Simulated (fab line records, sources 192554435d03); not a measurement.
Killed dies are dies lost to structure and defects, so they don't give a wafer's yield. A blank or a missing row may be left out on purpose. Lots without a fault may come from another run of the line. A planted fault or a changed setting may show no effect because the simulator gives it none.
Split-lot experiment | flow n5_finfet | 7 lots, 21 wafers read, on a route of 1938 steps

THE SPLIT
At N5_BEOL_M0_CUTY_ETCH_63 (etches SOC in N2/H2, target depth 82.7 nm, overetch 16.5 nm, time 124 s), the setting time_s was moved away from the recipe's 124 s on 4 of the 21 wafers read, by -19.8% to +7.2%. The other wafers ran this setting at the recipe's value.

FROM THE SPLIT TO THE READING: what the file shows between them, 1 step
- N5_BEOL_M0_ETCH_138: etches SiCN in CH3F/O2, target depth 12 nm, time 31.6 s (also split here: source_w)

THE READING
SiO2_of_BEOL_M0_SAQP_SPACER2_ALD_26.thk_nm (the simulator's own value, which no gauge read), in nm, at N5_BEOL_M0_HM_OPEN_105 (chemistry Cl2/BCl3, target TiN, target depth 12 nm). The file gives no usual value for it. The 17 wafers here that ran the recipe average 2.7 nm, standard deviation 0.091 nm.

wafer  | tool, chamber at the split | time_s as run, s | against the recipe | SiO2_of_BEOL_M0_SAQP_SPACER2_ALD_26.thk_nm, nm | against lot-mates on the recipe
L074.2 | rie_diel-04, 2             | 99.5             | -19.8%             | 3.6                                            | +0.8
L074.4 | rie_diel-04, 3,0           | 124              | recipe             | 2.8                                            | -
L074.6 | rie_diel-04, 3,0           | 124              | recipe             | 2.8                                            | -
L075.3 | rie_diel-04, 3,2           | 124              | recipe             | 2.8                                            | -
L075.5 | rie_diel-04, 3,2           | 124              | recipe             | 2.6                                            | -
L075.6 | rie_diel-04, 1             | 132.9            | +7.2%              | 2.6                                            | -0.1
L080.1 | rie_diel-02, 2,0,3         | 124              | recipe             | 2.8                                            | -
L080.2 | rie_diel-02, 2,0,3         | 124              | recipe             | 2.8                                            | -
L080.4 | rie_diel-02, 2,0,3         | 124              | recipe             | 2.8                                            | -
L082.1 | rie_diel-04, 2             | 124              | recipe             | 2.8                                            | -
L082.3 | rie_diel-04, 1             | 115.8            | -6.6%              | 3                                              | +0.2
L082.6 | rie_diel-04, 1             | 115.8            | -6.6%              | 2.8                                            | +0.0
L084.3 | rie_diel-02, 1,0,0         | 124              | recipe             | 2.6                                            | -
L084.5 | rie_diel-02, 1,0,0         | 124              | recipe             | 2.6                                            | -
L084.4 | rie_diel-02, 1,0,0         | 124              | recipe             | 2.8                                            | -
L088.2 | rie_diel-05, 3,1,2         | 124              | recipe             | 2.8                                            | -
L088.4 | rie_diel-05, 3,1,2         | 124              | recipe             | 2.8                                            | -
L088.6 | rie_diel-05, 3,1,2         | 124              | recipe             | 2.6                                            | -
L091.3 | rie_diel-04, 1,1,0         | 124              | recipe             | 2.8                                            | -
L091.5 | rie_diel-04, 1,1,0         | 124              | recipe             | 2.8                                            | -
L091.6 | rie_diel-04, 1,1,0         | 124              | recipe             | 2.6                                            | -
Where a row lists several chambers, the file gives one row for several wafers and doesn't say which wafer went through which chamber.

THE FIT
A straight line over all 21 wafers: SiO2_of_BEOL_M0_SAQP_SPACER2_ALD_26.thk_nm changes by -0.0378 nm for each +1% of time_s; r = -0.88; the points scatter about the line by 0.1 nm.
The same after taking each lot's own level away (the mean of its wafers on the recipe; 21 wafers): -0.0336 nm for each +1%; r = -0.87; scatter 0.1 nm.
On that fit, the largest move of time_s shifts the reading by 0.66 nm.
The lots' own levels span 2.67 to 2.80 nm, that is 1.5 times the standard deviation above.
So the lot-to-lot level changes the slope: the two fits differ.
Check: with one of the wafers moved furthest among these (-19.8%) left out of the fit, the line predicts +0.29 nm for it against its lot-mates. It came out at +0.8 nm against them.

OTHER SPLITS ON THESE WAFERS
These wafers also went through other splits before the reading. Each is held against what the fit with the lots' levels taken away leaves over:
other split on the same wafers | wafers away from the commonest value | r with SiO2_of_BEOL_M0_SAQP_SPACER2_ALD_26.thk_nm (lot level and that fit taken away)
N5_BEOL_M0_ETCH_138 source_w   | 6                                    | -0.01

THE FILE'S OWN FIT
SiO2_of_BEOL_M0_SAQP_SPACER2_ALD_26.thk_nm changes by -0.0354 nm for each +1% of time_s, r = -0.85.
